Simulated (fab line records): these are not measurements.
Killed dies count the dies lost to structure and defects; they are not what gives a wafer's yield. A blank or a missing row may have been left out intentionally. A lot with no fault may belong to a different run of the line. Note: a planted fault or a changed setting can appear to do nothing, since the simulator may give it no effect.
Matching of chambers | flow n5-finfet | 3 sister chambers for N5_BEOL_M5_PRE_CLEAN_77 on cvd-co-01
The step time 15 s. 14 wafers are shown with their chamber, then 7 later ones without.

== WAFERS PAIRED WITH THEIR CHAMBERS ==
wafer  | chamber | heater-power-w (W)
L557.1 | 0       | 66
L557.2 | 2       | 76
L557.5 | 0       | 67
L558.2 | 2       | 74
L558.5 | 0       | 68
L558.6 | 1       | 110
L559.1 | 2       | 76
L559.5 | 1       | 110
L559.6 | 0       | 68
L560.2 | 0       | 68
L560.3 | 1       | 114
L560.5 | 0       | 68
L561.1 | 2       | 76
L561.5 | 0       | 67

SIGNATURES, as means of the wafers listed above
reading        | chamber 0 | chamber 1 | chamber 2 | scatter within a chamber
heater-power-w | 67.43     | 111.33    | 75.50     | 1.26
Rule: for each reading, subtract the chamber's mean from the wafer's reading, divide by that reading's scatter and square the result; add these up over the readings and take the root, which gives the wafer's distance from the chamber. If the next closest chamber is less than 2 further off than the closest, the wafer can't be placed; otherwise it belongs to the closest. The scatter: the root of (the sum of the squares of (reading less its chamber's mean) over the shown wafers, divided by (wafers less chambers)).

== WAFERS WHOSE CHAMBER IS MISSING ==
wafer  | heater-power-w (W)
L561.6 | 75
L569.2 | 75
L569.4 | 71
L569.5 | 77
L571.2 | 67
L571.3 | 76
L571.6 | 70

== WHICH CHAMBER EACH ONE RAN IN ==
wafer  | from the rows above     | in truth
L561.6 | 2                       | 2
L569.2 | 2                       | 2
L569.4 | can't be placed: 0 or 2 | 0
L569.5 | 2                       | 2
L571.2 | 0                       | 0
L571.3 | 2                       | 2
L571.6 | 0                       | 0
Correctly placed: 6 of 7. From these rows, 1 cannot be placed; in 1 the true chamber is one of the candidates. Number placed wrongly: 0.
